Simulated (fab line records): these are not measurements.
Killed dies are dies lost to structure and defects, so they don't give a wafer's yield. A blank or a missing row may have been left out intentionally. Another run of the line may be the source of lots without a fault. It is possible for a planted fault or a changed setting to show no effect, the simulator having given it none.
Comparing a struck lot with a sound one + flow n5_finfet + 38 steps out of a route of 1938
Sound: wafers L276.1, L276.5, L276.6. Struck: wafer L264.6 (L264.3, L264.5, from the same lot, were not struck and are left out); the cause is given at the end.
Per side, at each step with rows, come the tool, then ch with its chambers, and then its first start. Under that, the readings that differ: sound wafers + struck wafers + difference of the means + sigmas: that difference in standard deviations of wafers without a fault.
alike: same words and numbers on both sides, and readings whose means sit less than 2 such deviations apart. not compared: any withheld reading, any reading some wafer has no value for, any bound like >300 that may hide the same value, and any number with overlapping values for which the record gives no deviation.
A row with sigmas, a row that says differs or no value, or rows on one side alone: a step with any of these is where the two part. Numbers that have no deviation but don't overlap get no sigmas and don't part them. A reading missing from all wafers of one side parts the sides only when that side holds two or more wafers.

first, 9 steps without rows for these wafers: N5_BEOL_M4_ANNEAL_95 (time 240 s); N5_BEOL_M4_SPUTTER_96 (material Cu, target thk 4.5 nm, time 8.29 s); N5_BEOL_M4_ECD_50 (material Cu, target thk 300 nm); N5_BEOL_M4_ANNEAL_51 (time 90 s); N5_BEOL_M4_CMP_52 (polishes, stops on SiOC, t overpolish 6.8 s, target thk 40 nm); N5_BEOL_M4_PRE_CLEAN_60 (time 15 s); N5_BEOL_M4_CO_CAP_55 (material Co, precursor CCTBA/H2, target thk 2 nm, time 102.1 s); N5_BEOL_M4_PRE_CLEAN_56 (time 15 s); N5_BEOL_M4_DEP_57 (deposits SiCN from 3MS/NH3, target thk 8 nm, time 14 s).
N5_BEOL_M4_RC_MEAS_101:
  sound on prober-01 ch 0, day 13 16:06; struck on prober-01 ch 0, day 11 00:45
  alike: DIBL_N, DIBL_P, IOFF_N, IOFF_P, ION_N, ION_P, SS_N, SS_P, VT_N, VT_P
then, 24 steps without rows for these wafers: N5_BEOL_M5_ILD_DEP_00 (deposits SiCOH lowk from DEMS/porogen, target thk 140.64 nm, time 25.9 s); N5_BEOL_M5_CURE_79 (cures SiCOH lowk, time 240 s); N5_BEOL_M5_PECVD_70 (deposits SiO2 from TEOS/O2, target thk 16 nm, time 18 s); N5_BEOL_M5_HM_DEP_02 (deposits TiN, target thk 20 nm); N5_BEOL_M5_COAT_59 (time 60 s, resist thk 60 nm); N5_BEOL_M5_COAT_60 (time 60 s, resist thk 12 nm); N5_BEOL_M5_COAT_71 (time 60 s, resist thk 5 nm); N5_BEOL_M5_COAT_05 (resist thk 30 nm); N5_BEOL_M5_EBR_07; N5_BEOL_M5_SOFTBAKE_06 (time 60 s); N5_BEOL_M5_EXPOSE_08 (exposes mask M5, target cd 28 nm); N5_BEOL_M5_PEB_09 (peb time 60 s); N5_BEOL_M5_DEVELOP_10 (develop time 30 s); N5_BEOL_M5_DESCUM_16 (chemistry O2, time 7 s); N5_BEOL_M5_ETCH_72 (etches underlayer in N2/H2, target depth 6.5 nm, time 5.2 s); N5_BEOL_M5_ETCH_61 (etches SiARC in CF4, target depth 15.6 nm, time 26 s); N5_BEOL_M5_ETCH_62 (etches SOC in N2/H2, target depth 75 nm, overetch 15 nm, time 112.5 s); N5_BEOL_M5_STRIP_63 (strips in N2/H2); N5_BEOL_M5_STRIP_73 (strips in N2/H2); N5_BEOL_M5_STRIP_64 (strips in CF4); N5_BEOL_M5_HM_OPEN_17 (chemistry Cl2/BCl3, target TiN, target depth 20 nm, overetch 6 nm); N5_BEOL_M5_STRIP_19 (strips in O2); N5_BEOL_M5_COAT_65 (time 60 s, resist thk 60 nm); N5_BEOL_M5_COAT_66 (time 60 s, resist thk 12 nm).
-- a jump in the record: the struck wafers' starts before and after are 4 days apart (it breaks off in module BEOL_M5 and resumes in module PASSIVATION, where the first step shown is number 1936 of the route) --
N5_PASSIVATION_PASS_ETCH_74: etches SiNx in CF4/O2, target depth 220 nm, time 110 s.
  sound on rie_diel-01 ch 1,2, day 18 00:25; struck on rie_diel-02 ch 3, day 15 03:40
| reading                         | sound             | struck | difference | sigmas |
|---------------------------------|-------------------|--------|------------|--------|
| rf_vpp_V (V)                    | 233 233 242       | 247    | +11        | +3     |
| model.etch.depth_nm (nm)        | 216.8 217.1 219.7 | 140.5  | -77.4      |        |
| model.TV_OPEN.cd_offset_nm (nm) | 0.6 0.4 0.6       | 4.4    | +3.9       |        |
  alike: O2_flow_sccm, drypump_motor_current_A, oes_f_703_au, oes_product_au, rf_fwd_power_W, showerhead_plenum_p_Torr, throttle_valve_pct
  not compared: rf_hours_counter_h, model.coat_of_PASSIVATION_COAT_04.thk_nm
N5_PASSIVATION_VIA_ETCH_13: etches SiO2 in CHF3/O2, target depth 660 nm, time 330 s.
  sound on rie_diel-01 ch 1,2, day 18 00:30; struck on rie_diel-02 ch 3, day 15 03:45
| reading            | sound             | struck | difference | sigmas |
|--------------------|-------------------|--------|------------|--------|
| rf_fwd_power_W (W) | 646.6 647.0 647.1 | 652.1  | +5.2       | +2     |
| rf_vpp_V (V)       | 509 510 524       | 534    | +20        | +2     |
  alike: O2_flow_sccm, drypump_motor_current_A, etch_rf_on_time_s, oes_f_703_au, oes_product_au, showerhead_plenum_p_Torr, throttle_valve_pct
  not compared: rf_hours_counter_h, model.coat_of_PASSIVATION_COAT_04.thk_nm
N5_PASSIVATION_ETCH_15: etches SiCN in CF4/N2, target depth 75 nm, time 81.2 s.
  sound on rie_diel-01 ch 1,2; struck on rie_diel-02 ch 3
| reading                         | sound             | struck | difference | sigmas |
|---------------------------------|-------------------|--------|------------|--------|
| rf_fwd_power_W (W)              | 427.0 426.9 428.2 | 431.3  | +3.9       | +2     |
| model.TV_OPEN.cd_offset_nm (nm) | 2.8 2.4 2.2       | 5.2    | +2.7       |        |
  alike: drypump_motor_current_A, n2_flow_sccm, oes_product_au, rf_vpp_V, showerhead_plenum_p_Torr, throttle_valve_pct
  not compared: rf_hours_counter_h
N5_PASSIVATION_PROBE_49:
  only the struck wafers here have rows in the record (prober-01, day 15 11:19); the sound ones have none

== WHERE THEY PART ==
At N5_PASSIVATION_PASS_ETCH_74 first; at N5_PASSIVATION_PROBE_49 last (within this record only).

WHY: whatever the simulator had introduced
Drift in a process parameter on rie_diel-02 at N5_PASSIVATION_PASS_ETCH_74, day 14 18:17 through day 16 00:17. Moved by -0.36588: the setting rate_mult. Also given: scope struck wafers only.
